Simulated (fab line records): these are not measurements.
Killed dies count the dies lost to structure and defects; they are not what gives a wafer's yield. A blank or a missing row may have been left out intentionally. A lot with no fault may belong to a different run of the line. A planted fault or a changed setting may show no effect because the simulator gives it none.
Which of the tools did it? | flow nand_harc | 13 lots, 38 wafers sampled, at 1 step of a route of 1302

## WHAT THE GAUGES READ, wafer by wafer
NHARC_A_CHANNEL_HOLE_D1_CD_MEAS_10: the cd target is 100 nm. Usual: cd_nm 100.1 nm, standard deviation 0.48.
lot  | measured     | on        | cd_nm (nm)        | flag
L806 | day 9 03:44  | cd_sem-03 | 100.7 100.2 99.9  |
L807 | day 9 05:40  | cd_sem-02 | 100.4 100.0 99.9  |
L808 | day 9 18:22  | cd_sem-01 | 100.7 99.9        |
L811 | day 10 23:54 | cd_sem-01 | 99.3 100.3 99.0   |
L818 | day 14 00:14 | cd_sem-01 | 100.6 100.2 100.5 |
L819 | day 14 12:10 | cd_sem-03 | 100.2 101.1 101.3 |
L820 | day 14 13:05 | cd_sem-03 | 100.9 99.9 99.8   |
L821 | day 15 09:55 | cd_sem-03 | 100.6 100.4 100.5 |
L824 | day 16 12:17 | cd_sem-01 | 100.6 100.6 100.6 |
L825 | day 16 19:50 | cd_sem-01 | 99.5 100.1 99.4   |
L826 | day 17 03:24 | cd_sem-03 | 99.1 99.1 100.2   |
L827 | day 17 14:48 | cd_sem-01 | 99.4 98.8 100.3   |
L828 | day 18 01:36 | cd_sem-02 | 100.9 100.2 99.9  |

## WHICH TOOL RAN EACH LOT (tool, then ch and the chambers of the sampled wafers, then the start)
There is no process step in the record ahead of these readings.

## AS READ BY THE TOOLS THEMSELVES (means over the sampled wafers that have a number; for cases with no such wafer, the mark the record gives instead)
The record holds no such reading with a usual standard deviation.

## THE ANSWER, worked out from the rows above alone
Rule: take the mean of a lot's wafers that have a number; if it is more than 3 standard deviations from the usual mean, the lot is off. A lot without any number at a reading at which 4 lots or more have one is off too. The other lots that the step has rows for count as sound. First the gauges in route order, then the tools' own readings, where a lot's mean is used as printed above. At the first step where some lot is off, the reading lying furthest off is the one used; lots without a number count as furthest.
No lot is off on any of the readings shown, so nothing can be concluded from this.

## WHAT HAD BEEN PUT IN BY THE SIMULATOR
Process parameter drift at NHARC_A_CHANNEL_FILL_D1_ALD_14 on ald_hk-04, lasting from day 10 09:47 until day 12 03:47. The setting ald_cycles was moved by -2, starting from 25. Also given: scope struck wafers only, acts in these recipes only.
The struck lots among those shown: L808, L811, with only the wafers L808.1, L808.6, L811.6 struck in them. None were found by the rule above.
